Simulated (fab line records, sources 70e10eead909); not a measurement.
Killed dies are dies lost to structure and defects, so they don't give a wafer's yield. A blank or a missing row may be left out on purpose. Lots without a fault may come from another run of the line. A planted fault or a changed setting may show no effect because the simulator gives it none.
fab line records | flow nand_harc
record lots=7 wafers=21 last_day=34
route steps=1302 shown P_M0@262 END@1302
lots that met no fault: from a run of the same line without faults
start_h: hours from the record's first day to the start of the lot's first wafer shown | wait_h: hours since the lot's step before | " the same as in the row above | L1.1+2: a row that stands for several wafers | - no value, or no start given | * or withheld: withheld | < > ~ a bound
route shown NAME@n: a module of which the file shows steps, and the number in the route of the first | usual: mean/standard deviation of fault-free wafers | same: alike in all rows | chamber/n: place in a boat | sites: the reading at each site | _std_site: their standard deviation | _edge_site: outer sites' mean less inner sites' | radius_mm: how far each site lies from the wafer's centre | mask NAME#n: copy n | behind: the tool/chamber that last shaped the wafer | hold: why the lot was held/for how many hours/how that ended | device: the transistor (n, p or np) that didn't switch | end of line: the same wafers' tests at the end of the route | a step without rows: its recipe alone | killed: dies lost to structure and defects at the first sort, not the wafer's yield | map: a wafer's dies, x killed, . not, _ none there
set.NAME: the setting as run; set.NAME@STEP: as run at that earlier step | model.NAME: the simulator's own value behind a step, which no gauge read
lots at some steps of the route; a table a step, a row a wafer
services: from which hour (start_h, from the record's first day; less than 0 if before it) a tool's chamber was out of use, for how many hours, and why
## steps
# step NHARC_P_M0_DEVELOP_08
# recipe develop_time_s=35 dev_temp_c=23
# step NHARC_P_M0_CD_MEAS_09
# recipe target_cd_nm=90 landing_energy_ev=500
# usual cd_nm=90.1/0.66
# columns lot.wafer tool chamber start_h wait_h cd_nm
L988.1 cd_sem-01 0 130.90 - 90.8
L988.2 " 0 " " 89.6
L988.3 " 0 " " 90.5
L993.1 cd_sem-02 0 189.46 - 89.8
L993.2 " 0 " " 90.0
L993.3 " 0 " " 90.3
L996.1 cd_sem-02 0 210.54 - 90.1
L996.2 " 0 " " 89.9
L996.6 " 0 " " 90.1
L100.3 cd_sem-02 0 253.72 - 90.2
L100.5 " 0 " " 89.2
L100.6 " 0 " " 89.2
L102.3 cd_sem-02 0 266.33 - 89.9
L102.5 " 0 " " 91.1
L102.6 " 0 " " 90.6
L104.3 cd_sem-02 0 292.70 - 90.1
L104.5 " 0 " " 90.3
L104.6 " 0 " " 90.0
L110.1 cd_sem-02 0 347.96 - 89.8
L110.2 " 0 " " 89.5
L110.6 " 0 " " 90.1
# step NHARC_P_M0_OVL_MEAS_10
# recipe pitch_nm=180
# usual overlay_x_nm=-0.2/0.89 overlay_y_nm=-0.3/0.87
# columns lot.wafer tool chamber start_h wait_h overlay_x_nm overlay_y_nm
L988.1 overlay-02 - 130.99 - -1.0 -0.8
L988.2 " - " " -0.4 -0.7
L988.3 " - " " -1.1 -0.5
L993.1 overlay-02 - 189.54 - 0.4 -0.7
L993.2 " - " " 0.7 -1.0
L993.3 " - " " 0.9 -1.3
L996.1 overlay-01 - 210.62 - -0.7 -1.1
L996.2 " - " " -1.0 -1.5
L996.6 " - " " -0.6 -0.9
L100.3 overlay-02 - 253.80 - -1.3 -0.2
L100.5 " - " " -1.2 -0.3
L100.6 " - " " -1.1 -0.3
L102.3 overlay-02 - 266.41 - -0.2 0.4
L102.5 " - " " 0.4 -0.1
L102.6 " - " " 0.1 1.1
L104.3 overlay-02 - 292.78 - -1.8 -0.7
L104.5 " - " " -1.8 -0.9
L104.6 " - " " -1.2 -1.2
L110.1 overlay-02 - 348.04 - 0.5 -0.8
L110.2 " - " " 0.0 -0.8
L110.6 " - " " 0.6 -0.6
# step NHARC_P_M0_INSPECT_11
# usual raw_defect_count=4.4/2.6
# columns lot.wafer tool chamber start_h wait_h raw_defect_count
L988.1 defect_inspect-02 - 131.03 0.0 3
L988.2 " - " " 2
L988.3 " - " " 0
L993.1 defect_inspect-02 - 189.58 0.0 5
L993.2 " - " " 2
L993.3 " - " " 3
L996.1 defect_inspect-01 - 210.66 0.0 2
L996.2 " - " " 4
L996.6 " - " " 1
L100.3 defect_inspect-02 - 253.84 0.0 9
L100.5 " - " " 6
L100.6 " - " " 6
L102.3 defect_inspect-02 - 266.45 0.0 4
L102.5 " - " " 3
L102.6 " - " " 2
L104.3 defect_inspect-02 - 292.82 0.0 12
L104.5 " - " " 6
L104.6 " - " " 5
L110.1 defect_inspect-02 - 348.08 0.0 4
L110.2 " - " " 4
L110.6 " - " " 2
# step NHARC_P_M0_DESCUM_14
# recipe time_s=3 o2_flow_sccm=200 ar_flow_sccm=0 bias_power_w=0 chemistry=O2
# step NHARC_P_M0_ETCH_34
# recipe target_depth_a=400 overetch_a=120 time_s=43.94 ion_energy_ev=200 n2_flow_sccm=150 h2_flow_sccm=150 ar_flow_sccm=0 rf_w=400 bias_w=150 chemistry=N2/H2
# usual drypump_motor_current_A=5.8/0.36 oes_product_au=1.003/0.0086 rf_vpp_V=429.8/1.5 showerhead_plenum_p_Torr=2.01/0.05 throttle_valve_pct=14.171/0.0091
# columns lot.wafer tool chamber start_h wait_h drypump_motor_current_A oes_product_au rf_hours_counter_h rf_vpp_V showerhead_plenum_p_Torr throttle_valve_pct
L988.1 rie_diel-01 0 131.18 0.1 5.6 0.994 15 429.0 1.99 14.168
L988.2 " 1 " " 6.3 0.994 18 432.4 2.08 14.185
L988.3 " 2 " " 5.9 0.982 17 429.2 1.96 14.159
L993.2 rie_diel-01 2 189.78 0.1 5.9 1.001 26 429.1 1.96 14.179
L993.1 " 0 " " 5.6 1.003 24 428.5 1.99 14.170
L993.3 " 2 " " 5.9 1.011 - 429.7 1.96 14.161
L996.2 rie_diel-10 3 210.83 0.1 5.5 1.009 50 428.6 1.96 14.187
L996.1 " 0 " " 5.5 1.011 49 428.1 1.98 14.161
L996.6 " 1 " " 5.3 0.991 - 430.6 2.09 14.161
L100.3 rie_diel-01 0 253.99 0.1 5.6 1.007 7 429.1 1.99 14.157
L100.5 " 3 " " 5.4 1.007 - 431.1 2.04 14.170
L100.6 " 0 " " 5.6 1.008 - 429.3 1.99 14.156
L102.3 rie_diel-01 3 266.60 0.1 5.4 0.999 8 430.7 2.04 14.175
L102.6 " 3 " " 5.4 0.996 - 430.8 2.04 14.185
L102.5 " 0 " " 5.6 1.003 - 430.5 1.98 14.177
L104.3 rie_diel-01 1 292.97 0.1 6.3 1.003 14 430.6 2.06 14.184
L104.5 " 0 " " 5.6 0.997 - 429.6 1.98 14.174
L104.6 " 1 " " 6.3 1.002 - 431.7 2.07 14.170
L110.2 rie_diel-01 2 348.23 0.1 5.9 0.994 20 427.1 1.95 14.173
L110.1 " 3 " " 5.4 0.990 22 429.6 2.03 14.175
L110.6 " 3 " " 5.4 0.981 - 429.2 2.03 14.163
# step NHARC_P_M0_ETCH_15
# recipe target_depth_a=1500 overetch_a=150 time_s=82.5 c4f8_flow_sccm=withheld ar_flow_sccm=400 rf_w=600 bias_w=300 chemistry=C4F8/Ar
# usual oes_product_au=0.960/0.019 rf_vpp_V=439.9/1.6
# columns lot.wafer tool chamber start_h wait_h oes_product_au rf_hours_counter_h rf_vpp_V
L988.1 rie_diel-01 2 - - 0.973 17 439.2
L988.3 " 0 " " 0.958 15 439.4
L988.2 " 1 " " 0.958 18 440.3
L993.1 rie_diel-01 2 189.90 0.1 0.958 26 439.0
L993.2 " 0 " " 0.957 24 439.6
L993.3 " 0 " " 0.955 - 438.7
L996.2 rie_diel-10 3 - - 0.934 50 436.5
L996.1 " 0 " " 0.926 49 437.8
L996.6 " 1 " " 0.935 - 440.8
L100.3 rie_diel-01 1 - - 0.974 6 441.9
L100.6 " 2 " " 0.986 - 438.4
L100.5 " 3 " " 0.985 - 440.0
L102.3 rie_diel-01 0 - - 0.976 10 437.8
L102.6 " 0 " " 0.974 - 438.3
L102.5 " 1 " " 0.974 - 440.9
L104.3 rie_diel-01 2 - - 0.941 14 438.3
L104.5 " 0 " " 0.956 - 438.5
L104.6 " 1 " " 0.944 - 441.1
L110.1 rie_diel-01 3 - - 0.964 22 441.6
L110.2 " 0 " " 0.972 22 440.2
L110.6 " 3 " " 0.968 - 439.7
# step NHARC_P_M0_CD_MEAS_16
# usual cd_nm=90.1/0.9
# columns lot.wafer tool chamber start_h wait_h cd_nm
L988.1 cd_sem-03 - 131.39 - 89.2
L988.2 " - " " 90.1
L988.3 " - " " 90.6
L993.1 cd_sem-03 - 190.07 0.2 89.0
L993.2 " - " " 89.5
L993.3 " - " " 90.4
L996.1 cd_sem-03 - 211.07 - 90.1
L996.2 " - " " 89.5
L996.6 " - " " 89.6
L100.3 cd_sem-02 - 254.20 - 90.8
L100.5 " - " " 89.6
L100.6 " - " " 89.1
L102.3 cd_sem-02 - 266.82 - 89.9
L102.5 " - " " 92.3
L102.6 " - " " 90.8
L104.3 cd_sem-02 - 293.18 - 89.9
L104.5 " - " " 90.6
L104.6 " - " " 89.9
L110.1 cd_sem-01 - 348.44 - 89.9
L110.2 " - " " 90.0
L110.6 " - " " 89.3
# step NHARC_P_M0_STRIP_18
# recipe power_w=1000 n2_flow_sccm=150 h2_flow_sccm=150 ar_flow_sccm=0 bias_w=0 chemistry=N2/H2
# usual drypump_motor_current_A=5.7/0.38 oes_product_au=1.001/0.0095 rf_vpp_V=90.6/0.82 showerhead_plenum_p_Torr=2.01/0.063 throttle_valve_pct=14.171/0.0087
# columns lot.wafer tool chamber start_h wait_h drypump_motor_current_A oes_product_au rf_hours_counter_h rf_vpp_V showerhead_plenum_p_Torr throttle_valve_pct
L988.2 rie_diel-01 3 131.49 0.1 5.4 1.020 15 90.6 2.04 14.158
L988.1 " 0 " " 5.6 1.004 15 92.0 1.99 14.177
L988.3 " 1 " " 6.3 1.005 18 92.1 2.08 14.171
L993.2 rie_diel-10 2 190.14 0.1 5.6 1.012 33 89.7 1.93 14.186
L993.3 " 0 " " 5.5 1.027 40 90.5 1.98 14.172
L993.1 " 1 " " 5.3 0.993 37 91.9 2.09 14.183
L996.2 rie_diel-10 3 211.15 0.1 5.5 1.014 50 90.3 1.96 14.166
L996.1 " 0 " " 5.5 1.015 49 90.3 1.98 14.168
L996.6 " 0 " " 5.5 1.001 - 89.5 1.98 14.188
L100.3 rie_diel-01 1 254.32 0.1 6.4 1.005 7 90.5 2.07 14.177
L100.6 " 3 " " 5.4 1.000 - 90.5 2.04 14.157
L100.5 " 0 " " 5.6 1.003 - 90.3 1.99 14.175
L102.3 rie_diel-01 1 266.94 0.1 6.3 1.000 9 90.8 2.07 14.158
L102.5 " 3 " " 5.4 0.994 - 93.3 2.03 14.177
L102.6 " 0 " " 5.6 1.003 - 90.2 1.98 14.170
L104.3 rie_diel-10 0 293.30 0.1 5.5 1.006 12 90.1 1.97 14.172
L104.5 " 2 " " 5.5 0.999 - 89.4 1.92 14.173
L104.6 " 3 " " 5.5 1.000 - 89.6 1.95 14.171
L110.2 rie_diel-10 0 348.55 0.1 5.5 1.004 34 89.9 1.96 14.167
L110.1 " 1 " " 5.3 0.990 35 91.6 2.07 14.171
L110.6 " 1 " " 5.3 0.990 - 89.5 2.07 14.162
# step NHARC_P_M0_STRIP_19
# recipe time_s=600 temp_c=30 chemistry=post_etch_residue_remover
# step NHARC_P_M0_DEGAS_28
# recipe temp_c=250 time_s=60
# usual heater_power_w=334/25 susceptor_temp_C=249.99/0.18
# columns lot.wafer tool chamber start_h wait_h heater_power_w susceptor_temp_C
L988.3 pvd_sputter-03 - 132.01 - 362 249.79
L988.1 " - " " 285 250.37
L988.2 " - " " 346 250.00
L993.2 pvd_sputter-03 - 190.69 - 326 -
L993.3 " - " " 384 -
L993.1 " - " " 304 -
L996.2 pvd_sputter-01 - 211.75 - 355 249.87
L996.1 " - " " 314 250.30
L996.6 " - " " 340 249.89
L100.3 pvd_sputter-02 - 254.81 - 350 250.29
L100.6 " - " " 351 250.08
L100.5 " - " " 366 250.06
L102.3 pvd_sputter-01 - 267.44 - 323 250.26
L102.5 " - " " 344 250.10
L102.6 " - " " 330 250.28
L104.3 pvd_sputter-02 - 293.80 - 345 250.06
L104.5 " - " " 306 249.84
L104.6 " - " " 343 250.24
L110.1 pvd_sputter-01 - 349.12 - 349 249.84
L110.2 " - " " 331 249.81
L110.6 " - " " 332 249.81
# step NHARC_P_M0_PRE_CLEAN_29
# recipe time_s=30 temp_c=280 gas=H2/He
# usual heater_power_w=410/32 susceptor_temp_C=279.99/0.19
# columns lot.wafer tool chamber start_h wait_h heater_power_w susceptor_temp_C
L988.2 pvd_sputter-03 - - - 355 280.03
L988.3 " - " " 417 279.58
L988.1 " - " " 465 279.84
L993.1 pvd_sputter-03 - - - 365 279.64
L993.3 " - " " 401 279.82
L993.2 " - " " 495 280.00
L996.1 pvd_sputter-01 - - - 435 -
L996.2 " - " " 387 -
L996.6 " - " " 426 -
L100.3 pvd_sputter-02 - - - 389 279.88
L100.5 " - " " 426 280.00
L100.6 " - " " 450 280.17
L102.3 pvd_sputter-01 - - - 396 280.02
L102.6 " - " " 399 279.90
L102.5 " - " " 373 279.92
L104.3 pvd_sputter-02 - - - 415 279.88
L104.6 " - " " 381 279.88
L104.5 " - " " 368 280.24
L110.1 pvd_sputter-01 - - - 409 279.71
L110.2 " - " " 406 280.15
L110.6 " - " " 368 280.10
# step NHARC_P_M0_PVD_20
# recipe target_thk_a=50 bias_v=168.6 power_w=15000 chamber_pressure_pa=0.12 time_s=8.06 substrate_temp_c=50 material=TaN
# usual chamber_pressure_pa=0.12/0.00023 throttle_valve_pct=29.6/1.3
# columns lot.wafer tool chamber start_h wait_h chamber_pressure_pa throttle_valve_pct
L988.3 pvd_sputter-03 - 132.12 - 0.12031 30.5
L988.2 " - " " 0.11985 29.8
L988.1 " - " " 0.12026 31.7
L993.3 pvd_sputter-03 - 190.82 - 0.11956 30.9
L993.2 " - " " 0.11997 29.1
L993.1 " - " " 0.12013 31.7
L996.1 pvd_sputter-01 - 211.89 - 0.12014 29.8
L996.2 " - " " 0.11989 29.3
L996.6 " - " " 0.12006 30.7
L100.3 pvd_sputter-02 - 254.94 - 0.12033 29.7
L100.6 " - " " 0.11994 28.2
L100.5 " - " " 0.12032 29.8
L102.3 pvd_sputter-01 - 267.54 - 0.12007 31.0
L102.6 " - " " 0.12069 30.8
L102.5 " - " " 0.12014 30.2
L102.3 pvd_sputter-01 - 267.81 - 0.12003 31.0
L102.6 " - " " 0.11979 30.9
L102.5 " - " " 0.12003 30.4
L104.3 pvd_sputter-02 - 293.91 - 0.11955 29.2
L104.5 " - " " 0.12026 28.8
L104.6 " - " " 0.12025 29.3
L104.3 pvd_sputter-02 - 294.18 - 0.11974 29.2
L104.5 " - " " 0.12007 29.2
L104.6 " - " " 0.11991 28.9
L110.1 pvd_sputter-01 - 349.22 - 0.12019 30.3
L110.2 " - " " 0.11965 30.9
L110.6 " - " " 0.1203 30.6
L110.1 pvd_sputter-01 - 349.49 - 0.12016 30.6
L110.2 " - " " 0.11982 31.1
L110.6 " - " " 0.11981 30.6
# step NHARC_P_M0_PVD_21
# recipe target_thk_a=300 chamber_pressure_pa=5 power_w=5000 substrate_temp_c=30 time_s=20.49 material=Cu
# step NHARC_END_SORT_01
# recipe temp_c=25
# usual defect_limited_yield=91.0/2.6 killed_at_array=57/17 killed_at_other=0.5/0.82 killed_at_periphery=4.0/2.8 killed_dies=61/18 killed_open=2.9/2 killed_short=2.3/1.7
# same gross_dies=677
# columns lot.wafer tool chamber start_h wait_h defect_limited_yield[%] killed_at_array killed_at_other killed_at_periphery killed_dies killed_open killed_short
L993.1 prober-01 0 638.03 2.5 94.2 35 0 4 39 5 5
L993.2 prober-01 0 638.83 2.8 95.7 28 1 0 29 4 1
L993.3 prober-01 0 639.64 3.1 95.4 30 0 1 31 2 1
L996.1 prober-01 0 657.96 2.5 89.8 64 2 3 69 0 4
L996.2 prober-01 0 658.75 2.8 92.5 45 3 3 51 2 1
L996.6 prober-01 0 661.94 4.0 89.5 70 0 1 71 4 2
L100.3 prober-01 0 687.73 3.1 95.0 20 1 13 34 4 1
L100.5 prober-01 0 689.33 3.7 94.1 31 1 8 40 7 5
L100.6 prober-01 0 690.13 4.0 95.3 25 0 7 32 2 3
L110.1 prober-01 0 803.15 2.5 94.1 34 0 6 40 2 4
L110.2 prober-01 0 803.96 2.8 92.6 47 0 3 50 2 2
L110.6 prober-01 0 807.18 4.0 91.9 47 0 8 55 6 4
# killed by level:class
L993.1 A_CHANNEL_HOLE_D1:chamber_film_flake=8 A_CHANNEL_HOLE_D2:chamber_film_flake=7 A_CONTACT:chamber_film_flake=4 A_DECK1_JOINT:chamber_film_flake=3 A_CHANNEL_FILL_D2:chamber_film_flake=3 P_ZERO_WELL:chamber_film_flake=2 P_M0:geometric_particle:open=1 A_CHANNEL_FILL_D1:geometric_particle:short=1
L993.2 A_CHANNEL_HOLE_D2:chamber_film_flake=12 A_CONTACT:chamber_film_flake=6 A_ONON_D2:geometric_particle:open=2 A_CHANNEL_FILL_D2:chamber_film_flake=2 A_ONON_D2:geometric_particle:short=1 A_CHANNEL_FILL_D2:geometric_particle:open=1 A_WL_FILL:geometric_particle:open=1 A_CHANNEL_HOLE_D1:chamber_film_flake=1
L993.3 A_CHANNEL_HOLE_D2:chamber_film_flake=13 A_CHANNEL_HOLE_D1:chamber_film_flake=5 A_CONTACT:chamber_film_flake=4 A_STAIRCASE:chamber_film_flake=3 A_CHANNEL_HOLE_D1:geometric_particle:short=1 A_CHANNEL_FILL_D2:geometric_particle:open=1 A_WL_FILL:geometric_particle:open=1 P_GATE:chamber_film_flake=1
L996.1 A_CHANNEL_HOLE_D1:chamber_film_flake=33 A_CHANNEL_HOLE_D2:chamber_film_flake=20 A_CONTACT:chamber_film_flake=5 A_CHANNEL_FILL_D1:geometric_particle:short=2 P_BONDPAD:chamber_film_flake=2 A_DECK1_JOINT:geometric_particle:short=1 A_WL_FILL:geometric_particle:short=1 P_ZERO_WELL:chamber_film_flake=1
L996.2 A_CHANNEL_HOLE_D1:chamber_film_flake=19 A_CHANNEL_HOLE_D2:chamber_film_flake=15 THIN_TSV:chamber_film_flake=3 P_GATE:chamber_film_flake=2 A_SLIT:chamber_film_flake=2 A_DECK1_JOINT:chamber_film_flake=2 A_CONTACT:chamber_film_flake=2 A_CHANNEL_HOLE_D1:geometric_particle:open=1
L996.6 A_CHANNEL_HOLE_D1:chamber_film_flake=40 A_CHANNEL_HOLE_D2:chamber_film_flake=19 A_CONTACT:chamber_film_flake=3 P_CONTACT:geometric_particle:open=1 A_ONON_D1:geometric_particle:short=1 A_ONON_D1:geometric_particle:open=1 A_SGD_CUT:geometric_particle:short=1 A_CONTACT:geometric_particle:open=1
L100.3 A_CHANNEL_HOLE_D1:chamber_film_flake=6 A_CONTACT:chamber_film_flake=5 P_STI:chamber_film_flake=4 P_BONDPAD:chamber_film_flake=3 P_M0:geometric_particle:open=2 P_ZERO_WELL:chamber_film_flake=2 A_CHANNEL_FILL_D2:chamber_film_flake=2 A_SLIT:chamber_film_flake=2
L100.5 A_CHANNEL_HOLE_D1:chamber_film_flake=9 A_STAIRCASE:chamber_film_flake=6 A_CONTACT:chamber_film_flake=5 P_STI:chamber_film_flake=3 A_ONON_D1:geometric_particle:open=2 A_WL_FILL:geometric_particle:short=2 P_BONDPAD:chamber_film_flake=2 P_CONTACT:geometric_particle:open=1
L100.6 A_CHANNEL_HOLE_D1:chamber_film_flake=7 A_CONTACT:chamber_film_flake=5 P_STI:chamber_film_flake=3 A_STAIRCASE:chamber_film_flake=3 A_SLIT:chamber_film_flake=3 A_DECK1_JOINT:chamber_film_flake=2 P_CONTACT:geometric_particle:open=1 A_ONON_D1:geometric_particle:short=1
L110.1 A_CHANNEL_HOLE_D1:chamber_film_flake=14 A_CONTACT:chamber_film_flake=8 A_SLIT:chamber_film_flake=5 A_CHANNEL_FILL_D2:geometric_particle:short=2 P_ZERO_WELL:chamber_film_flake=2 P_CONTACT:geometric_particle:open=1 P_M0:geometric_particle:short=1 A_ONON_D1:geometric_particle:short=1
L110.2 A_CHANNEL_HOLE_D1:chamber_film_flake=19 A_SLIT:chamber_film_flake=12 A_CHANNEL_HOLE_D2:chamber_film_flake=6 A_CONTACT:chamber_film_flake=4 A_ONON_D2:geometric_particle:short=2 P_M0:geometric_particle:open=1 A_ONON_D2:geometric_particle:open=1 P_ZERO_WELL:chamber_film_flake=1
L110.6 A_CHANNEL_HOLE_D1:chamber_film_flake=17 A_CONTACT:chamber_film_flake=12 A_SLIT:chamber_film_flake=10 P_CONTACT:geometric_particle:short=2 P_M0:geometric_particle:open=2 P_GATE:chamber_film_flake=2 P_CONTACT:geometric_particle:open=1 P_M1:geometric_particle:open=1
## services
# columns tool chamber start_h hours kind
rie_diel-01 0 110.27 - clean
rie_diel-01 1 110.27 - clean
rie_diel-01 2 110.27 - clean
rie_diel-01 3 110.27 - clean
rie_diel-01 0 134.77 - clean
pvd_sputter-03 - 170.06 10.0 pm
rie_diel-01 3 178.74 36.9 repair
rie_diel-01 1 184.12 7.8 repair
rie_diel-10 1 199.14 7.6 repair
pvd_sputter-03 - 199.81 7.9 repair
rie_diel-01 - 204.77 9.0 pm
rie_diel-10 2 207.17 8.8 repair
rie_diel-10 0 214.78 1.6 repair
pvd_sputter-01 - 226.00 10.0 pm
rie_diel-10 - 228.26 0.7 repair
rie_diel-10 - 243.02 9.0 pm
rie_diel-01 0 267.18 2.6 repair
pvd_sputter-02 - 282.00 10.0 pm
rie_diel-01 2 283.47 3.7 repair
pvd_sputter-03 - 285.83 1.8 repair
pvd_sputter-01 - 286.64 3.5 repair
rie_diel-01 - 324.34 0.3 repair
rie_diel-10 2 339.80 16.6 repair
pvd_sputter-03 - 348.06 10.0 pm
## key
first_sign step=NHARC_P_M0_PVD_20 reading=visit direction=added
effect none on later readings
met_at NHARC_P_M0_PVD_20
struck_wafers L102.3,L102.5,L102.6,L104.3,L104.5,L104.6,L110.1,L110.2,L110.6
fault kind=repeated_step_whole tool=pvd_sputter-01,pvd_sputter-02,pvd_sputter-03 chamber=- onset_h=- steps=NHARC_P_M0_PVD_20 times=1 scope=struck_lots_only
